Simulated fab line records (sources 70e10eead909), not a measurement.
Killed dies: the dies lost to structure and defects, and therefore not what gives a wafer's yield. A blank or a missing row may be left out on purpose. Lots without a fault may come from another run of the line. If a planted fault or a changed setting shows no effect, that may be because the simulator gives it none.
What tool caused it? | flow nand harc | Sampling: 14 lots, 42 wafers, 4 of 1159 route steps

== WHAT THE GAUGES READ, wafer by wafer ==
NHARC_END_SORT_01.
lot  | measured     | on        | defect limited yield (%) | killed at array | killed at other | killed at periphery | killed dies | killed open | killed short | sort_bin_2_pct (%) | sort_bin_3_pct (%) | sort_bin_4_pct (%) | sort n pass | sort rim yield pct (%) | sort yield pct (%)
L207 | day 21 19:29 | prober-01 | 95.4 31.8 96.6           | 26 13 17        | 1 3 2           | 4 446 4             | 31 462 23   | 4 3 1       | 2 0 1        | 1.8 24.8 1.3       | 0.30 5.61 0.15     | 2.5 37.8 1.9       | 646 215 654 | 95 34 95               | 95.4 31.8 96.6
L205 | day 21 11:39 | prober-02 | 29.5 28.8 96.2           | 6 13 24         | 1 0 0           | 470 469 2           | 477 482 26  | 0 4 3       | 1 2 2        | 26.3 28.1 1.2      | 5.61 5.76 0.15     | 38.6 37.4 2.5      | 200 195 651 | 25 28 96               | 29.5 28.8 96.2

== WHAT TOOL EACH LOT RAN ON (gives the tool, then ch and the chambers of the sampled wafers, and finally the start) ==
lot  | NHARC_P_M0_ECD_22              | NHARC_A_M1_PVD_21                       | NHARC_A_BONDPAD_DESCUM_11
L197 | ecd cu-02 ch 0,1, day 5 23:12  | pvd sputter-02, day 18 06:01 or earlier | rie diel-03 ch 0,1,2, day 18 06:01
L198 | ecd cu-01 ch 1, day 6 11:37    | pvd sputter-02, day 18 18:31 or earlier | rie diel-01 ch 0,2, day 18 18:31
L199 | ecd cu-01 ch 0,1, day 6 12:51  | pvd sputter-03, day 18 22:40 or earlier | rie diel-03 ch 0,3, day 18 22:40
L201 | ecd cu-02 ch 1, day 6 20:57    | pvd sputter-01, day 18 22:26 or earlier | rie diel-01 ch 0,1,2, day 18 22:26
L202 | ecd cu-02 ch 0,1, day 7 05:47  | pvd sputter-01, day 19 18:43 or earlier | rie diel-01 ch 0,2, day 19 18:43
L203 | ecd cu-02 ch 0,1, day 7 09:07  | pvd sputter-03, day 19 19:34 or earlier | rie diel-01 ch 0,2, day 19 19:34
L207 | ecd cu-02 ch 0,1, day 7 23:46  | pvd sputter-03, day 20 04:34 or earlier | rie diel-01 ch 1,3, day 20 04:34
L205 | ecd cu-02 ch 0,1, day 8 01:51  | pvd sputter-03, day 20 01:19 or earlier | rie diel-01 ch 1,2,3, day 20 01:19
L208 | ecd cu-01 ch 0,1, day 8 17:47  | pvd sputter-03, day 20 18:30 or earlier | rie diel-01 ch 1,2, day 20 18:30
L214 | ecd cu-01 ch 0,1, day 10 03:06 | pvd sputter-03, day 22 12:59 or earlier | rie diel-01 ch 1,2, day 22 12:59
L218 | ecd cu-02 ch 1, day 11 04:59   | pvd sputter-02, day 23 15:20 or earlier | rie diel-03 ch 0,1,2, day 23 15:20
L217 | ecd cu-01 ch 0,1, day 11 05:34 | pvd sputter-02, day 22 23:20 or earlier | rie diel-03 ch 1,2,3, day 22 23:20
L219 | ecd cu-02 ch 1, day 11 07:20   | pvd sputter-01, day 23 00:12 or earlier | rie diel-01 ch 1,3, day 23 00:12
L220 | ecd cu-01 ch 1, day 11 07:58   | pvd sputter-03, day 23 01:38 or earlier | rie diel-01 ch 1,3, day 23 01:38
- NHARC_P_M0_ECD_22: material Cu, target thk 400 nm.
- NHARC_A_M1_PVD_21: deposits Cu, target thk 30 nm, time 20.49 s.
- NHARC_A_BONDPAD_DESCUM_11: chemistry O2, time 3 s.

== WHAT THE TOOLS THEMSELVES READ (means of the sampled wafers that have a number; where no wafer has one, the mark that the record gives instead) ==
NHARC_A_M1_PVD_21.
lot  | tool           | throttle valve pct (%)
L197 | pvd sputter-02 | 31.1
L198 | pvd sputter-02 | 30.3
L199 | pvd sputter-03 | 29.2
L201 | pvd sputter-01 | 30.2
L202 | pvd sputter-01 | 29.6
L203 | pvd sputter-03 | 30.1
L207 | pvd sputter-03 | 30.3
L205 | pvd sputter-03 | 29.1
L208 | pvd sputter-03 | 28.9
L214 | pvd sputter-03 | 29.3
L218 | pvd sputter-02 | 31.2
L217 | pvd sputter-02 | 30.1
L219 | pvd sputter-01 | 30.5
L220 | pvd sputter-03 | 29.1

NHARC_A_BONDPAD_DESCUM_11.
lot  | tool        | drypump motor current A (A) | oes product au (a.u.) | rf vpp V (V) | showerhead plenum p Torr (Torr) | throttle valve pct (%)
L197 | rie diel-03 | 5.8                         | 1.002                 | 58.3         | 1.89                            | 11.313
L198 | rie diel-01 | 5.8                         | 0.996                 | 58.4         | 1.98                            | 11.314
L199 | rie diel-03 | 6.2                         | 0.993                 | 58.4         | 1.88                            | 11.319
L201 | rie diel-01 | 5.6                         | 1.002                 | 57.1         | 1.95                            | 11.311
L202 | rie diel-01 | 5.6                         | 0.989                 | 57.8         | 1.93                            | 11.310
L203 | rie diel-01 | 5.6                         | 0.995                 | 57.7         | 1.93                            | 11.308
L207 | rie diel-01 | 5.7                         | 1.010                 | 58.3         | 1.89                            | 11.314
L205 | rie diel-01 | 5.7                         | 0.996                 | 58.1         | 1.87                            | 11.312
L208 | rie diel-01 | 5.4                         | 0.989                 | 57.6         | 1.92                            | 11.317
L214 | rie diel-01 | 5.4                         | 0.997                 | 58.1         | 1.89                            | 11.320
L218 | rie diel-03 | 5.8                         | 0.988                 | 58.0         | 1.89                            | 11.310
L217 | rie diel-03 | 6.1                         | 0.999                 | 58.5         | 1.88                            | 11.311
L219 | rie diel-01 | 5.9                         | 1.005                 | 57.1         | 1.85                            | 11.315
L220 | rie diel-01 | 5.7                         | 1.010                 | 57.5         | 1.89                            | 11.310

== THE ANSWER, worked out from the rows above alone ==
Rule: usual is defined by the lots themselves. The widest of any qualifying gaps counts: lots, ordered by their means at a reading, are off when they make up no more than a third of the lots, leave a main group of 4 or more, and stand apart from it by 3 or more times the standard deviation of that group's means. A main group is skipped when, at the precision printed for the reading in the tables above, its means are all equal. Also off: a lot with no number at a reading for which 4 or more lots have one. The other lots that the step has rows for count as sound. The gauges are gone through in route order, then the tools' own readings, and for those a lot's mean is taken as printed above. The first step at which some lot is off is used, and at that step the reading that is off furthest; a lot without a number counts as furthest.
No lot is off on any of the readings shown, so nothing can be concluded from this.

== WHAT THE SIMULATOR HAD PUT IN ==
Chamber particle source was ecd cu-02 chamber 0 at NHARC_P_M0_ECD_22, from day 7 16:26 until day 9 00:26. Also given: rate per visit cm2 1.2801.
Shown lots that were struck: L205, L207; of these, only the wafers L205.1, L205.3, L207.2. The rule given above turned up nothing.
